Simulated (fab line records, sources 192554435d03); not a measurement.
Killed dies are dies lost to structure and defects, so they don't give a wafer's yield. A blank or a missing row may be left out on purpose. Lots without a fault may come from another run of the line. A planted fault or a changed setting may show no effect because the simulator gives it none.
fab line records | flow n5_finfet
record lots=8 wafers=24 last_day=18
route steps=1938 shown BEOL_M3@966 BEOL_M4@1111 PASSIVATION@1936
lots that met no fault: from a run of the same line without faults
start_h: hours from the record's first day to the start of the lot's first wafer shown | wait_h: hours since the lot's step before | " the same as in the row above | L1.1+2: a row that stands for several wafers | - no value, or no start given | * or withheld: withheld | < > ~ a bound
route shown NAME@n: a module of which the file shows steps, and the number in the route of the first | usual: mean/standard deviation of fault-free wafers | same: alike in all rows | chamber/n: place in a boat | sites: the reading at each site | _std_site: their standard deviation | _edge_site: outer sites' mean less inner sites' | radius_mm: how far each site lies from the wafer's centre | mask NAME#n: copy n | behind: the tool/chamber that last shaped the wafer | hold: why the lot was held/for how many hours/how that ended | device: the transistor (n, p or np) that didn't switch | end of line: the same wafers' tests at the end of the route | a step without rows: its recipe alone | killed: dies lost to structure and defects at the first sort, not the wafer's yield | map: a wafer's dies, x killed, . not, _ none there
set.NAME: the setting as run; set.NAME@STEP: as run at that earlier step | model.NAME: the simulator's own value behind a step, which no gauge read
steps of the route over a sample of lots; a table a step, a row a wafer
services: from which hour (start_h, from the record's first day; less than 0 if before it) a tool's chamber was out of use, for how many hours, and why
## steps
# step N5_BEOL_M3_CD_MEAS_28
# recipe target_cd_nm=25.7 landing_energy_ev=500 detector=se_inlens target_cd_y_nm=23.3 polarity=opening
# usual cd_nm=25.67/0.25
# columns lot.wafer tool chamber start_h wait_h cd_nm
L888.2 cd_sem-01 0 161.29 - 25.87
L888.4 " 0 " " 25.60
L888.6 " 0 " " 25.95
L895.2 cd_sem-01 0 201.13 - 25.30
L895.4 " 0 " " 25.48
L895.5 " 0 " " 25.64
L896.1 cd_sem-01 0 209.51 - 26.03
L896.5 " 0 " " 25.95
L896.6 " 0 " " 25.40
L901.1 cd_sem-01 0 234.95 - 25.37
L901.2 " 0 " " 25.69
L901.3 " 0 " " 25.36
L905.1 cd_sem-03 0 254.96 - 25.41
L905.2 " 0 " " 25.73
L905.5 " 0 " " 25.36
L904.2 cd_sem-01 0 256.33 - 25.23
L904.4 " 0 " " 25.77
L904.6 " 0 " " 25.67
L906.2 cd_sem-01 0 256.98 - 25.42
L906.3 " 0 " " 25.65
L906.4 " 0 " " 25.25
L909.2 cd_sem-01 0 282.67 - 25.59
L909.3 " 0 " " 25.64
L909.5 " 0 " " 25.77
# step N5_BEOL_M3_ETCH_69
# recipe chemistry=CF4 target=SiARC target_depth_a=156 mask_material=CAR-EUV time_s=26 ion_energy_ev=80 pressure_mtorr=40 source_w=545 bias_w=36 Ar_flow_sccm=100 cf4_flow_sccm=100 ends=cleared
# usual bias_w=35.99/0.1 cf4_flow_sccm=100.0/0.31 drypump_motor_current_A=5.5/0.52 etch_rf_on_time_s=26.0/0.32 oes_product_au=0.65/0.047 rf_fwd_power_W=532.4/2 rf_vpp_V=183.7/1.4 showerhead_plenum_p_Torr=2.11/0.085 throttle_valve_pct=15.56/0.2
# columns lot.wafer tool chamber start_h wait_h bias_w cf4_flow_sccm drypump_motor_current_A etch_rf_on_time_s oes_product_au rf_fwd_power_W rf_hours_counter_h rf_vpp_V showerhead_plenum_p_Torr throttle_valve_pct
L888.2 rie_diel-02 3 161.50 0.0 35.99 99.8 5.9 25.6 0.68 534.1 133 184.4 2.16 15.57
L888.4 " 2 " " 36.13 99.8 5.1 26.4 0.64 531.5 154 182.2 2.06 15.55
L888.6 " 3 " " 35.85 99.4 5.8 25.4 0.67 534.7 - 183.9 2.16 15.55
L895.2 rie_diel-01 0 201.30 0.0 36.00 99.9 5.4 25.5 0.68 532.6 114 182.4 1.99 15.42
L895.4 " 3 " " 35.98 100.2 5.7 25.9 0.60 535.6 241 183.4 2.12 15.76
L895.5 " 1 " " 35.99 99.7 4.7 26.0 0.60 530.4 - 183.5 2.22 15.88
L896.1 rie_diel-02 1 209.69 0.0 35.99 100.2 6.3 25.9 0.66 531.2 158 182.9 2.05 15.43
L896.5 " 1 " " 35.96 100.4 6.3 26.1 0.65 535.3 - 182.8 2.05 15.42
L896.6 " 2 " " 35.92 100.4 5.1 26.1 0.63 530.8 - 182.8 2.06 15.58
L901.1 rie_diel-02 1 235.13 0.0 35.99 99.6 6.3 25.5 0.65 533.9 165 182.4 2.05 15.44
L901.2 " 0 " " 35.94 100.1 5.3 25.8 0.72 531.2 63 185.8 2.26 15.27
L901.3 " 3 " " 35.93 100.7 5.9 25.8 0.65 532.0 157 184.4 2.15 15.63
L905.1 rie_diel-02 2 255.60 0.0 35.98 99.9 5.1 26.2 0.62 533.2 183 183.5 2.05 15.62
L905.2 " 3 " " 35.95 99.7 5.9 25.8 0.64 536.6 163 183.5 2.15 15.63
L905.5 " 0 " " 36.13 99.8 5.3 25.9 0.72 533.0 - 185.5 2.25 15.30
L904.2 rie_diel-02 3 257.33 0.0 35.85 100.4 5.9 25.9 0.64 536.0 164 184.1 2.14 15.63
L904.4 " 2 " " 36.13 99.8 5.1 26.1 0.62 534.2 183 183.7 2.05 15.61
L904.6 " 2 " " 36.00 100.4 5.0 26.1 0.62 532.2 - 183.2 2.05 15.61
L906.2 rie_diel-01 0 257.50 0.0 36.00 99.6 5.4 26.1 0.66 530.7 135 183.4 1.99 15.46
L906.3 " 2 " " 36.15 100.2 6.3 26.4 0.60 534.4 184 184.7 2.12 15.52
L906.4 " 0 " " 36.07 100.0 5.4 26.0 0.65 532.5 - 182.5 1.99 15.45
L909.2 rie_diel-02 3 282.84 0.0 35.87 100.2 5.9 26.1 0.64 533.5 171 182.0 2.14 15.67
L909.3 " 2 " " 36.15 99.7 5.1 26.3 0.62 530.0 190 182.1 2.05 15.64
L909.5 " 3 " " 35.94 100.4 5.9 26.1 0.64 534.1 - 184.5 2.14 15.66
# step N5_BEOL_M3_STRIP_36
# recipe chemistry=N2/H2 power_w=450 temp_c=40 pressure_mtorr=20 rf_frequency_hz=6e+07 overash_fraction=0.3 bias_power_w=7 h2_frac=0.5 n2_flow_sccm=200 h2_flow_sccm=200
# usual drypump_motor_current_A=5.5/0.52 oes_product_au=0.74/0.056 rf_vpp_V=59.2/1.4 showerhead_plenum_p_Torr=2.50/0.098 throttle_valve_pct=23.66/0.24
# columns lot.wafer tool chamber start_h wait_h drypump_motor_current_A oes_product_au rf_hours_counter_h rf_vpp_V showerhead_plenum_p_Torr throttle_valve_pct
L888.2 rie_diel-01 3 163.35 0.0 5.8 0.69 231 57.8 2.51 23.93
L888.4 " 2 " " 6.3 0.72 153 61.2 2.53 23.41
L888.6 " 1 " " 4.7 0.71 - 62.6 2.63 23.79
L895.2 rie_diel-06 1 201.88 0.0 4.9 0.75 150 58.7 2.43 23.53
L895.4 " 0 " " 5.5 0.72 163 61.4 2.54 24.17
L895.5 " 2 " " 5.0 0.74 - 56.9 2.43 23.54
L896.1 rie_diel-01 2 213.20 0.0 6.3 0.71 168 60.3 2.53 23.39
L896.5 " 0 " " 5.4 0.77 - 57.6 2.34 23.48
L896.6 " 1 " " 4.7 0.71 - 61.2 2.62 23.82
L901.1 rie_diel-06 1 237.22 0.0 5.0 0.76 161 57.7 2.43 23.52
L901.2 " 0 " " 5.5 0.72 174 59.8 2.53 24.18
L901.3 " 2 " " 5.0 0.73 172 58.2 2.43 23.59
L905.1 rie_diel-06 0 260.51 0.0 5.5 0.71 183 58.7 2.53 24.20
L905.2 " 2 " " 5.0 0.72 181 62.5 2.42 23.59
L905.5 " 0 " " 5.6 0.70 - 60.7 2.53 24.17
L904.2 rie_diel-01 1 263.30 0.0 4.7 0.68 220 60.0 2.61 23.86
L904.4 " 2 " " 6.3 0.70 186 58.6 2.52 23.45
L904.6 " 2 " " 6.3 0.71 - 59.4 2.52 23.44
L906.2 rie_diel-06 2 266.70 0.0 5.0 0.72 183 58.4 2.42 23.60
L906.3 " 0 " " 5.5 0.71 185 61.0 2.53 24.23
L906.4 " 2 " " 5.0 0.73 - 61.3 2.42 23.63
L909.2 rie_diel-01 0 283.99 0.0 5.4 0.73 144 60.8 2.33 23.49
L909.3 " 2 " " 6.3 0.71 193 58.0 2.51 23.46
L909.5 " 0 " " 5.4 0.75 - 59.1 2.33 23.51
# step N5_BEOL_M3_TRENCH_ETCH_37
# recipe chemistry=C4F6/O2 target_depth_a=555.55 target=SiOC time_s=29.2 ion_energy_ev=250 pressure_mtorr=30 source_w=355 bias_w=185 Ar_flow_sccm=300 C4F6_flow_sccm=10 O2_flow_sccm=10
# usual C4F6_flow_sccm=10.004/0.028 O2_flow_sccm=10.00/0.032 drypump_motor_current_A=5.4/0.52 oes_product_au=0.74/0.055 rf_fwd_power_W=349.1/2.3 rf_vpp_V=663/7.6 showerhead_plenum_p_Torr=2.81/0.11 throttle_valve_pct=20.86/0.22
# columns lot.wafer tool chamber start_h wait_h C4F6_flow_sccm O2_flow_sccm drypump_motor_current_A oes_product_au rf_fwd_power_W rf_hours_counter_h rf_vpp_V showerhead_plenum_p_Torr throttle_valve_pct
L888.2 rie_diel-01 3 163.39 - 10.009 9.92 5.8 0.70 353.3 231 663 2.82 20.94
L888.4 " 2 " " 10.047 10.00 6.3 0.74 346.8 153 665 2.83 20.64
L888.6 " 1 " " 10.044 9.97 4.7 0.72 347.9 - 667 2.96 21.15
L895.2 rie_diel-06 1 201.92 - - - - - - - - - -
L895.4 " 0 " " - - - - - - - - -
L895.5 " 2 " " - - - - - - - - -
L896.1 rie_diel-01 2 213.24 - - - - - - - - - -
L896.5 " 0 " " - - - - - - - - -
L896.6 " 1 " " - - - - - - - - -
L901.1 rie_diel-06 1 237.26 - 10.000 10.00 4.9 0.75 347.6 161 653 2.73 20.89
L901.2 " 0 " " 9.996 10.00 5.5 0.71 351.3 174 679 2.84 21.25
L901.3 " 2 " " 9.981 10.07 5.0 0.73 348.4 172 649 2.74 20.90
L905.1 rie_diel-06 0 260.55 - 9.968 10.05 5.5 0.70 349.7 183 678 2.84 21.26
L905.2 " 2 " " 9.981 10.00 5.0 0.72 346.8 181 649 2.73 20.92
L905.5 " 0 " " 9.959 10.03 5.5 0.70 349.6 - 677 2.84 21.27
L904.2 rie_diel-01 1 263.34 - 10.009 10.01 4.7 0.68 346.9 220 665 2.94 21.18
L904.4 " 2 " " 10.002 10.01 6.3 0.70 350.8 186 665 2.82 20.70
L904.6 " 2 " " 10.010 9.99 6.3 0.70 351.1 - 665 2.82 20.69
L906.2 rie_diel-06 2 266.74 - 10.005 10.06 5.0 0.72 348.5 183 651 2.73 20.91
L906.3 " 0 " " 9.961 9.97 5.6 0.70 347.7 185 678 2.84 21.27
L906.4 " 2 " " 9.946 10.05 5.0 0.72 348.6 - 649 2.73 20.93
L909.2 rie_diel-01 0 284.03 - 10.021 10.03 5.4 0.76 346.7 144 656 2.64 20.72
L909.3 " 2 " " 10.006 10.00 6.3 0.70 350.1 193 666 2.82 20.70
L909.5 " 0 " " 9.961 9.99 5.4 0.75 347.0 - 659 2.64 20.71
# step N5_BEOL_M3_OCD_MEAS_38
# usual trench_depth_nm=55.3/0.61
# columns lot.wafer tool chamber start_h wait_h trench_depth_nm
L888.2 ocd-02 - 163.54 - 56.4
L888.4 " - " " 55.4
L888.6 " - " " 55.4
L895.2 ocd-01 - 202.07 - 0.1
L895.4 " - " " 0
L895.5 " - " " 0.1
L896.1 ocd-02 - 213.39 - 0
L896.5 " - " " 0
L896.6 " - " " 0.1
L901.1 ocd-01 - 237.42 - 55.3
L901.2 " - " " 54.3
L901.3 " - " " 55.3
L905.1 ocd-01 - 260.71 - 54.1
L905.2 " - " " 55.7
L905.5 " - " " 54.8
L904.2 ocd-01 - 263.49 - 55.3
L904.4 " - " " 55.2
L904.6 " - " " 54.6
L906.2 ocd-01 - 266.90 - 55.9
L906.3 " - " " 53.8
L906.4 " - " " 55.7
L909.2 ocd-01 - 284.19 - 55.0
L909.3 " - " " 54.9
L909.5 " - " " 54.6
# step N5_BEOL_M4_RC_MEAS_101
# usual DIBL_N=36.5/1.4 DIBL_P=36.9/1.7 IOFF_N=0.163/0.023 IOFF_P=0.22/0.032 ION_N=673/9 ION_P=462/7.5 SS_N=71.6/0.54 SS_P=73.4/0.62 VT_N=249.8/2.8 VT_P=-250/3.5
# columns lot.wafer tool chamber start_h wait_h DIBL_N[mV/V] DIBL_P[mV/V] IOFF_N[nA/um] IOFF_P[nA/um] ION_N[uA/um] ION_P[uA/um] SS_N[mV/dec] SS_P[mV/dec] VT_N[mV] VT_P[mV]
L888.2 prober-02 0 182.56 0.2 36.8 36.5 0.161 0.26 684 479 71.6 73.5 249.2 -243
L888.4 " 0 " " 37.5 36.5 0.173 0.25 680 475 72.0 73.7 247.9 -248
L888.6 " 0 " " 38.1 37.9 0.186 0.29 689 482 71.9 73.7 245.9 -244
L901.1 prober-01 0 250.54 0.0 37.3 38.5 0.196 0.24 682 462 71.8 74.2 245.1 -249
L901.2 " 0 " " 38.3 39.0 0.204 0.25 694 464 71.9 74.2 244.8 -248
L901.3 " 0 " " 36.1 36.6 0.161 0.22 687 469 70.9 74.0 248.7 -249
L905.1 prober-01 0 277.93 0.0 33.6 35.0 0.123 0.19 658 461 70.9 72.6 255.1 -251
L905.2 " 0 " " 35.3 36.8 0.146 0.21 678 464 71.4 73.4 253.1 -252
L905.5 " 0 " " 33.0 34.3 0.114 0.18 657 461 71.1 73.1 255.0 -256
L904.2 prober-01 0 280.63 0.2 37.0 38.6 0.158 0.21 673 466 71.4 73.5 249.6 -250
L904.4 " 0 " " 38.6 40.0 0.175 0.22 676 457 72.2 73.9 251.9 -253
L904.6 " 0 " " 38.9 39.9 0.186 0.23 676 459 72.4 74.1 250.7 -251
L906.2 prober-02 0 282.28 0.2 37.8 39.6 0.191 0.22 679 457 71.9 74.2 247.5 -252
L906.3 " 0 " " 35.1 36.1 0.142 0.17 671 448 71.0 73.7 251.1 -258
L906.4 " 0 " " 34.4 35.9 0.128 0.17 656 454 70.8 73.8 255.7 -254
L909.2 prober-02 0 303.82 0.2 37.3 36.0 0.184 0.25 675 464 71.8 73.7 246.7 -246
L909.3 " 0 " " 38.3 37.0 0.213 0.29 673 460 71.7 74.9 245.4 -246
L909.5 " 0 " " 37.7 35.6 0.183 0.25 673 462 72.7 74.1 249.9 -247
# step N5_PASSIVATION_PROBE_49
# usual defect_limited_yield=91.2/1.4 killed_at_M0_to_M3=35/11 killed_at_M4_up=12/4.2 killed_at_contacts=13/5.6 killed_at_front_end=40/12 killed_at_other=3.3/2.6 killed_dies=103/17 killed_on_rim=14/4.5 killed_open=68/12 killed_short=34/7.6 sort_bin_5_function=5.1/0.95 sort_bin_6_memory=3.3/0.68 sort_n_pass=1077/17 sort_yield_pct=91.2/1.4
# same gross_dies=1180 killed_at_back_side=0 sort_bin_4_leakage[%]=0 sort_bin_8_speed[%]=0
# columns lot.wafer tool chamber start_h wait_h defect_limited_yield[%] killed_at_M0_to_M3 killed_at_M4_up killed_at_contacts killed_at_front_end killed_at_other killed_dies killed_on_rim killed_open killed_short sort_bin_5_function[%] sort_bin_6_memory[%] sort_n_pass sort_yield_pct[%]
L895.2 prober-02 - 321.38 0.1 0 1102 16 13 41 8 1180 152 73 42 95.8 3.8 0 0
L895.4 prober-02 - 321.48 0.2 0 1131 10 5 27 7 1180 152 62 30 97.2 2.6 0 0
L895.5 prober-02 - 321.53 0.2 0 1136 10 10 22 2 1180 152 57 24 96.9 3.0 0 0
L896.1 prober-01 - 324.92 0.0 0 1115 6 15 41 3 1180 152 61 33 96.3 2.8 0 0
L896.5 prober-01 - 325.12 0.2 0 1116 14 17 31 2 1180 152 67 31 96.8 2.5 0 0
L896.6 prober-01 - 325.17 0.3 0 1107 9 12 48 4 1180 152 79 26 95.9 3.7 0 0
L901.1 prober-01 - 349.13 0.0 93.5 27 5 11 26 8 77 5 61 16 4.1 2.5 1103 93.5
L901.2 prober-01 - 349.18 0.1 91.3 28 11 17 42 5 103 12 66 36 4.7 3.5 1077 91.3
L901.3 prober-01 - 349.23 0.1 92.7 18 9 11 47 1 86 9 57 27 5.0 1.9 1094 92.7
L905.1 prober-02 - 376.71 0.0 90.8 46 12 4 46 1 109 11 75 34 5.9 3.2 1071 90.8
L905.2 prober-02 - 376.76 0.1 91.4 44 11 13 29 4 101 16 67 30 4.9 3.1 1079 91.4
L905.5 prober-02 - 376.91 0.2 91.7 29 14 6 45 4 98 14 73 25 5.2 2.9 1082 91.7
L904.2 prober-01 - 379.30 0.1 91.6 24 13 9 53 0 99 11 74 24 5.3 2.7 1081 91.6
L904.4 prober-01 - 379.40 0.2 94.3 11 13 13 28 2 67 4 52 15 3.4 2.2 1113 94.3
L904.6 prober-01 - 379.50 0.3 91.9 25 16 13 33 8 95 14 67 28 4.7 3.3 1085 91.9
# killed by level:class
L895.2 BEOL_M3:area_etch=1063 BEOL_M1:geometric_particle:open=12 MOL_CONTACT_COAG:geometric_particle:open=12 FIN_SAQP:geometric_particle:open=9 FIN_SAQP:geometric_particle:short=9 BEOL_M0_SAQP:geometric_particle:open=9 GATE_CUT:geometric_particle:short=7 BEOL_M0_SAQP:geometric_particle:short=7
L895.4 BEOL_M3:area_etch=1088 BEOL_M3:geometric_particle:open=12 BEOL_M2:geometric_particle:open=10 BEOL_M1:geometric_particle:open=8 FIN_SAQP:geometric_particle:short=7 MOL_CONTACT_COAG:geometric_particle:open=5 DUMMY_GATE:geometric_particle:open=4 BEOL_M0:geometric_particle:open=4
L895.5 BEOL_M3:area_etch=1098 MOL_CONTACT_COAG:geometric_particle:open=8 BEOL_M1:geometric_particle:open=8 BEOL_M2:geometric_particle:open=7 DUMMY_GATE:geometric_particle:open=6 BEOL_M0_SAQP:geometric_particle:open=6 FIN_SAQP:geometric_particle:short=5 BEOL_M1:geometric_particle:short=5
L896.1 BEOL_M3:area_etch=1081 MOL_CONTACT_COAG:geometric_particle:open=11 STI_FIN_REVEAL:geometric_particle:open=9 BEOL_M0_SAQP:geometric_particle:open=7 FIN_SAQP:geometric_particle:open=6 BEOL_M0_SAQP:geometric_particle:short=6 BEOL_M3:geometric_particle:open=6 BEOL_M1:geometric_particle:open=5
L896.5 BEOL_M3:area_etch=1077 STI_FIN_REVEAL:geometric_particle:open=10 MOL_CONTACT_COAG:geometric_particle:open=9 BEOL_M4:geometric_particle:open=8 BEOL_M0_SAQP:geometric_particle:open=8 MOL_CONTACT_COAG:geometric_particle:short=6 BEOL_M0_SAQP:geometric_particle:short=6 BEOL_M2:geometric_particle:open=6
L896.6 BEOL_M3:area_etch=1072 BEOL_M0_SAQP:geometric_particle:open=16 STI_FIN_REVEAL:geometric_particle:open=13 MOL_CONTACT_COAG:geometric_particle:open=10 FIN_SAQP:geometric_particle:open=9 STARTING-WAFER:geometric_particle:short=6 BEOL_M0_SAQP:geometric_particle:short=5 BEOL_M2:geometric_particle:open=5
L901.1 BEOL_M1:geometric_particle:open=11 STI_FIN_REVEAL:geometric_particle:open=10 MOL_CONTACT_COAG:geometric_particle:open=8 BEOL_M2:geometric_particle:open=5 BEOL_M0_SAQP:geometric_particle:short=4 MIM_TOP_ETCH:geometric_particle:open=4 BEOL_M3:geometric_particle:open=4 FIN_SAQP:geometric_particle:open=3
L901.2 MOL_CONTACT_COAG:geometric_particle:open=15 STI_FIN_REVEAL:geometric_particle:open=14 BEOL_M0_SAQP:geometric_particle:short=9 FIN_SAQP:geometric_particle:open=7 FIN_SAQP:geometric_particle:short=5 BEOL_M0_SAQP:geometric_particle:open=5 BEOL_M4:geometric_particle:open=5 BEOL_M2:geometric_particle:open=4
L901.3 FIN_SAQP:geometric_particle:short=14 FIN_SAQP:geometric_particle:open=10 MOL_CONTACT_COAG:geometric_particle:open=9 BEOL_M3:geometric_particle:open=7 GATE_CUT:geometric_particle:open=6 BEOL_M0_SAQP:geometric_particle:open=6 GATE_CUT:geometric_particle:short=3 BEOL_M4:geometric_particle:open=3
L905.1 FIN_SAQP:geometric_particle:open=18 BEOL_M1:geometric_particle:open=13 BEOL_M0_SAQP:geometric_particle:short=12 BEOL_M0_SAQP:geometric_particle:open=9 FIN_SAQP:geometric_particle:short=6 BEOL_M2:geometric_particle:open=6 BEOL_M4:geometric_particle:open=5 MOL_CONTACT_COAG:geometric_particle:open=4
L905.2 FIN_SAQP:geometric_particle:open=10 BEOL_M3:geometric_particle:open=10 BEOL_M1:geometric_particle:open=10 MOL_CONTACT_COAG:geometric_particle:open=9 BEOL_M0_SAQP:geometric_particle:short=8 BEOL_M0_SAQP:geometric_particle:open=7 STI_FIN_REVEAL:geometric_particle:open=5 MOL_CONTACT_COAG:geometric_particle:short=4
L905.5 FIN_SAQP:geometric_particle:open=13 STI_FIN_REVEAL:geometric_particle:open=12 BEOL_M1:geometric_particle:open=7 BEOL_M4:geometric_particle:open=7 DUMMY_GATE:geometric_particle:open=6 MOL_CONTACT_COAG:geometric_particle:open=5 BEOL_M0_SAQP:geometric_particle:open=5 BEOL_M2:geometric_particle:open=5
L904.2 STI_FIN_REVEAL:geometric_particle:open=28 MOL_CONTACT_COAG:geometric_particle:open=8 BEOL_M0_SAQP:geometric_particle:open=6 BEOL_M2:geometric_particle:open=6 BEOL_M4:geometric_particle:short=6 FIN_SAQP:geometric_particle:open=5 STI_FIN_REVEAL:geometric_particle:short=5 FIN_SAQP:geometric_particle:short=4
L904.4 MOL_CONTACT_COAG:geometric_particle:open=12 DUMMY_GATE:geometric_particle:open=8 FIN_SAQP:geometric_particle:open=7 STI_FIN_REVEAL:geometric_particle:open=6 BEOL_M11:geometric_particle:open=4 BEOL_M0_SAQP:geometric_particle:short=3 BEOL_M0:geometric_particle:open=3 BEOL_M4:geometric_particle:open=3
L904.6 STI_FIN_REVEAL:geometric_particle:open=11 MOL_CONTACT_COAG:geometric_particle:open=10 FIN_SAQP:geometric_particle:open=8 BEOL_M2:geometric_particle:open=6 BEOL_M7:geometric_particle:open=5 BEOL_M0_SAQP:geometric_particle:open=4 BEOL_M3:geometric_particle:open=4 FIN_SAQP:geometric_particle:short=3
## services
# columns tool chamber start_h hours kind
rie_diel-06 0 161.86 8.2 repair
rie_diel-01 2 235.65 2.4 repair
rie_diel-01 3 236.99 5.4 repair
rie_diel-01 3 242.70 - clean
rie_diel-01 3 242.70 - consumable_replace:esc
rie_diel-01 3 242.70 - consumable_replace:focus_ring
rie_diel-01 3 242.70 18.6 scheduled_down
rie_diel-01 3 242.70 18.6 vent_cycle
rie_diel-06 3 247.21 - clean
rie_diel-06 3 247.21 - consumable_replace:focus_ring
rie_diel-06 3 247.21 - consumable_replace:showerhead
rie_diel-06 3 247.21 23.3 scheduled_down
rie_diel-06 3 247.21 23.3 vent_cycle
rie_diel-01 0 277.94 1.8 repair
rie_diel-01 3 279.67 7.2 repair
## key
first_sign step=N5_BEOL_M3_TRENCH_ETCH_37 reading=tool_record direction=missing
effect step=N5_BEOL_M3_OCD_MEAS_38 reading=trench_depth_nm direction=down sigmas=90 usual=55.3 struck=0.1
effect step=N5_PASSIVATION_PROBE_49 reading=killed_at_M0_to_M3 direction=up sigmas=98 usual=35 struck=1118
more_kills_born_at N5_BEOL_M3_TRENCH_ETCH_37@rie_diel-06=3249 N5_BEOL_M3_TRENCH_ETCH_37@rie_diel-01=3230
met_at N5_BEOL_M3_TRENCH_ETCH_37
struck_lots L895,L896
later_rows_left_out L895.2,L895.4,L895.5,L896.1,L896.5,L896.6
not_acting_at N5_BEOL_M3_CD_MEAS_28,N5_BEOL_M3_ETCH_69,N5_BEOL_M3_STRIP_36
onset_between 163.39 201.92
fault kind=skipped_step_whole tool=rie_diel-01,rie_diel-06 chamber=- onset_h=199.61 steps=N5_BEOL_M3_TRENCH_ETCH_37 scope=struck_lots_only
# later_rows_left_out: the simulator's readings of these wafers behind a module that went badly wrong aren't trusted and aren't shown, but for the sort
